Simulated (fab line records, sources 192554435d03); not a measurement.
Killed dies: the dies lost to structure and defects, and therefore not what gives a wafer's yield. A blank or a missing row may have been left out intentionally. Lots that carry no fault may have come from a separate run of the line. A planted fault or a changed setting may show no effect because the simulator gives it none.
Comparing a struck lot with a sound one || flow n5-finfet || 15 steps out of a route of 1938
Sound: the wafers L764.1, L764.3, L764.4. Struck: wafer L765.6. (L765.1 of the same lot was not struck and is left out.) The cause comes at the end.
For every step that has rows: the tool of each side, followed by ch and its chambers, followed by its first start. Under that, the readings that differ: sound wafers || struck wafers || difference of the means || sigmas: that difference in standard deviations of wafers without a fault.
alike: words and numbers the same on both sides, and readings whose means are apart by under 2 such deviations; not compared: readings that were withheld, readings missing a value for some wafer, numbers with overlapping values and no deviation given by the record, and bounds like >300 which may hide the same value.
Wherever a step has rows on one side only, a row that says differs or no value, or a row with sigmas, the two part there. Non-overlapping numbers with no deviation appear without sigmas and do not part them. A reading that every wafer of one side lacks parts them only if that side has two wafers or more.

N5_BEOL_M6_TRENCH_ETCH_37: etches SiCOH lowk in C4F6/O2, target depth 94.435 nm, time 31.5 s.
  sound on rie-diel-03 ch 0,2; struck on rie-diel-03 ch 3
  alike: bias-w, drypump-motor-current-A, oes-product-au, rf-vpp-V, showerhead-plenum-p-Torr, throttle-valve-pct
  not compared: rf-hours-counter-h
N5_BEOL_M6_ETCH_41: etches SiCN in CH3F/O2, target depth 29.7 nm, time 52 s.
  sound on rie-diel-03 ch 0,2; struck on rie-diel-03 ch 3
{"reading": "bias-w (W)", "sound": "75.12 74.93 74.93", "struck": 74.45, "difference": -0.54, "sigmas": -2}
  alike: drypump-motor-current-A, oes-product-au, rf-vpp-V, showerhead-plenum-p-Torr, throttle-valve-pct
  not compared: rf-hours-counter-h
N5_BEOL_M6_STRIP_80: strips in N2/H2, time 10 s.
  sound on rie-diel-03 ch 0,2; struck on rie-diel-03 ch 3
{"reading": "rf-vpp-V (V)", "sound": "57.9 60.4 58.8", "struck": 56.4, "difference": -2.6, "sigmas": -3}
  alike: drypump-motor-current-A, oes-product-au, showerhead-plenum-p-Torr, throttle-valve-pct
  not compared: rf-hours-counter-h
N5_BEOL_M6_OCD_MEAS_38:
  sound: ocd-01 at day 12 04:08; struck: ocd-02 at day 13 06:40
  alike: trench-depth-nm
then, 4 steps without rows for these wafers: N5_BEOL_M6_HM_STRIP_39 (strips TiN in peroxide tin strip, target depth 25 nm, time 158 s); N5_BEOL_M6_SRD_40 (time 30 s); N5_BEOL_M6_PRECLEAN_42 (cleans in residue remover, time 60 s); N5_BEOL_M6_SRD_43 (time 30 s).
N5_BEOL_M6_CD_MEAS_35: target cd 40 nm, target cd y 28 nm.
  sound: cd-sem-02 at day 12 04:18; struck: cd-sem-01 at day 13 06:49
  alike: cd-nm
N5_BEOL_M6_CURE_75: cures SiCOH lowk, time 120 s.
  sound on uv-cure-01 ch 2, day 12 04:20; struck on uv-cure-01 ch 0, day 13 06:52
  alike: lamp-power-pct, wafer_temp_C_max
then, 2 steps without rows for these wafers: N5_BEOL_M6_DEGAS_44 (time 60 s); N5_BEOL_M6_PRE_CLEAN_45 (time 30 s).
N5_BEOL_M6_ALD_77: deposits TaN, target thk 2 nm, pulse time 2 s, purge time 3 s.
  sound on ald-metal-01 ch 0,2,3, day 12 04:46; struck on ald-metal-04 ch 1, day 13 07:29
{"reading": "ald-cycles", "sound": "40 40 40", "struck": 44, "difference": "+4", "sigmas": ""}
  alike: heater-power-w
N5_BEOL_M6_SURFACE_TREAT_79:
  sound: pvd-sputter-03 at day 12 05:08; struck: pvd-sputter-01 at day 13 07:48
  alike: ar-flow-sccm
  not compared: pressure-mtorr, throttle-valve-pct
-- the record jumps here: 4 days lie between the struck wafers' starts before and after (it left off in module BEOL_M6 and takes up again in module PASSIVATION, whose first step shown is number 1936 of the route) --
N5_PASSIVATION_PROBE_49:
  the record has rows for the struck wafers here (prober-01, day 16 20:10) and none for the sound ones

WHERE THEY PART
Last at N5_PASSIVATION_PROBE_49 as far as this record goes, first at N5_BEOL_M6_ETCH_41.

WHY: the cause the simulator had injected
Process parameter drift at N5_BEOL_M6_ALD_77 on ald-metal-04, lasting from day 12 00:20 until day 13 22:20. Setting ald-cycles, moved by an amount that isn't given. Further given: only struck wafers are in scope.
